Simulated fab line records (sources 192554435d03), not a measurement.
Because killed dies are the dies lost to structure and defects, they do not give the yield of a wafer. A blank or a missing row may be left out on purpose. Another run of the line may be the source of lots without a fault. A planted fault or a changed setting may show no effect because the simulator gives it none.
A struck lot beside a sound one | flow n5Finfet | 33 out of 1938 route steps
Sound: wafers L333.1, L333.3, L333.5. Struck: wafer L335.4 (L335.3, L335.6, from the same lot, were not struck and are left out); the cause is given at the end.
Per side, at each step with rows, come the tool, then ch with its chambers, and then its first start. Under that, the readings that differ: sound wafers | struck wafers | difference of the means | sigmas: that difference in standard deviations of wafers without a fault.
alike: same words and numbers on both sides, and readings whose means sit less than 2 such deviations apart. not compared: any withheld reading, any reading some wafer has no value for, any bound like >300 that may hide the same value, and any number with overlapping values for which the record gives no deviation.
Wherever a step has rows on one side only, a row that says differs or no value, or a row with sigmas, the two part there. Numbers that don't overlap but have no deviation are shown without sigmas and don't part them. Lack of a reading on every wafer of one side parts them only where that side has two or more wafers.

N5_BEOL_M7_CURE_75: cures SiCOH lowk, time 120 s.
  sound on uvCure-01 ch 2, day 10 08:16; struck on uvCure-03 ch 1, day 11 06:07
  alike: lampPowerPct, wafer_temp_C_max
then, 1 step without rows for these wafers: N5_BEOL_M7_DEGAS_44 (time 60 s).
N5_BEOL_M7_PRE_CLEAN_45: time 30 s.
  struck on pvdSputter-01, day 11 06:38; sound on pvdSputter-02, day 10 08:58
  alike: heaterPowerW
then, 1 step without rows for these wafers: N5_BEOL_M7_ALD_77 (deposits TaN, target thk 2 nm, pulse time 2 s, purge time 3 s).
N5_BEOL_M7_SURFACE_TREAT_79:
  struck on pvdSputter-01, day 11 07:14; sound on pvdSputter-02, day 10 09:34
  not compared: throttleValvePct
then, 3 steps without rows for these wafers: N5_BEOL_M7_CVD_78 (deposits Co from CCTBA/H2, target thk 2 nm, time 142.3 s); N5_BEOL_M7_SPUTTER_48 (material Cu, target thk 10 nm, time 1.667 s); N5_BEOL_M7_ECD_50 (material Cu, target thk 300 nm).
N5_BEOL_M7_ANNEAL_51: time 90 s.
  sound on rtpAnneal-02 ch 0, day 10 10:35; struck on rtpAnneal-02 ch 0, day 11 07:49
  alike: wafer_temp_C_max
then, 1 step without rows for these wafers: N5_BEOL_M7_CMP_52 (polishes, stops on SiCOH lowk, t overpolish 6.9 s, target thk 80 nm).
N5_BEOL_M7_THK_MEAS_53: measures by xrf.
  struck on filmMetro-02, day 11 08:19; sound on filmMetro-01, day 10 11:10
reading     | sound          | struck | difference | sigmas
M7_THK (nm) | 87.7 83.8 83.1 | 76.1   | -8.8       | -4
then, 1 step without rows for these wafers: N5_BEOL_M7_PRE_CLEAN_55 (time 15 s).
N5_BEOL_M7_DEP_56: deposits SiCN from 3MS/NH3, target thk 10 nm, time 17.5 s.
  sound on pecvd-02 ch 0,1, day 10 11:14; struck on pecvd-02 ch 2, day 11 08:23
reading                    | sound             | struck | difference | sigmas
chamberPressureTorr (Torr) | 3.005 3.007 3.009 | 2.987  | -0.020     | -3
throttleValvePct (%)       | 9.4 9.4 9.4       | 8.2    | -1.2       | -2
  alike: showerheadPlenumPTorr
N5_BEOL_M7_RS_MEAS_57: measurement is done with a four-point probe.
  struck on filmMetro-02, day 11 08:28; sound on filmMetro-02, day 10 11:20
reading        | sound             | struck | difference | sigmas
M7_RS (ohm/sq) | 0.262 0.276 0.278 | 0.302  | +0.030     | +4
N5_BEOL_M7_INSPECT_58: inspects for defects (darkfield).
  struck on defectInspect-01, day 11 08:29; sound on defectInspect-02, day 10 11:22
reading        | sound    | struck | difference | sigmas
rawDefectCount | 55 76 66 | 396    | +330       | +15
then, 2 steps without rows for these wafers: N5_BEOL_M8_ILD_DEP_00 (deposits SiCOH lowk from DEMS/porogen, target thk 179.75 nm, time 33.4 s); N5_BEOL_M8_CURE_74 (cures SiCOH lowk, time 240 s).
N5_BEOL_M8_THK_MEAS_01:
  struck on filmMetro-01, day 11 09:07; sound on filmMetro-02, day 10 12:44
  alike: M8_ILD_THK
then, 1 step without rows for these wafers: N5_BEOL_M8_PECVD_70 (deposits SiO2 from TEOS/O2, target thk 20 nm, time 22.7 s).
N5_BEOL_M8_HM_DEP_02: deposits TiN, target thk 20 nm.
  struck on pvdSputter-01, day 11 09:47; sound on pvdSputter-02, day 10 14:35
  alike: throttleValvePct
then, 8 steps without rows for these wafers: N5_BEOL_M8_COAT_59 (time 60 s, resist thk 100 nm); N5_BEOL_M8_COAT_60 (time 60 s, resist thk 35 nm); N5_BEOL_M8_COAT_05 (resist thk 90 nm); N5_BEOL_M8_EBR_07; N5_BEOL_M8_SOFTBAKE_06 (time 60 s); N5_BEOL_M8_EXPOSE_08 (exposes mask M8); N5_BEOL_M8_PEB_09 (peb time 60 s); N5_BEOL_M8_DEVELOP_10 (develop time 30 s).
N5_BEOL_M8_CD_MEAS_11 targets a cd of 38.5 nm.
  sound on cdSem-03 ch 0, day 10 14:58; struck on cdSem-01 ch 0, day 11 10:17
  alike: cdNm
N5_BEOL_M8_OVL_MEAS_12:
  sound on overlay-01 ch 0, day 10 15:00; struck on overlay-01 ch 0, day 11 10:19
  alike: M8_OVL
N5_BEOL_M8_INSPECT_13: inspects for defects (brightfield).
  struck on defectInspect-02, day 11 10:20; sound on defectInspect-01, day 10 15:01
reading        | sound       | struck | difference | sigmas
rawDefectCount | 389 377 395 | 749    | +362       | +3
then, 1 step without rows for these wafers: N5_BEOL_M8_DESCUM_16 (chemistry O2, time 7.9 s).
-- a jump in the record: the struck wafers' starts before and after are 3 days apart (it breaks off in module BEOL_M8 and resumes in module PASSIVATION, where the first step shown is number 1936 of the route) --
N5_PASSIVATION_PROBE_49:
  struck on prober-01, day 14 15:44; sound on prober-01, day 13 21:14
reading                 | sound          | struck | difference | sigmas
defectLimitedYield (%)  | 89.5 89.8 91.0 | 83.1   | -7.0       | -4
killed_at_M4_up         | 11 12 11       | 122    | +111       | +24
killedAtOther           | 20 13 8        | 5      | -9         | -3
killedDies              | 124 120 106    | 199    | +82        | +5
killedShort             | 47 40 35       | 23     | -18        | -2
sort_bin_5_function (%) | 6.6 6.2 5.3    | 10.5   | +4.5       | +5
sortNPass               | 1056 1060 1074 | 981    | -82        | -4
sortYieldPct (%)        | 89.5 89.8 91.0 | 83.1   | -7.0       | -4
  alike: killed_at_M0_to_M3, killedAtContacts, killedAtFrontEnd, killedOpen, sort_bin_6_memory, sort_bin_8_speed

## WHERE THEY PART
First at N5_BEOL_M7_THK_MEAS_53; last, within this record, at N5_PASSIVATION_PROBE_49.

WHY: what had been put in by the simulator
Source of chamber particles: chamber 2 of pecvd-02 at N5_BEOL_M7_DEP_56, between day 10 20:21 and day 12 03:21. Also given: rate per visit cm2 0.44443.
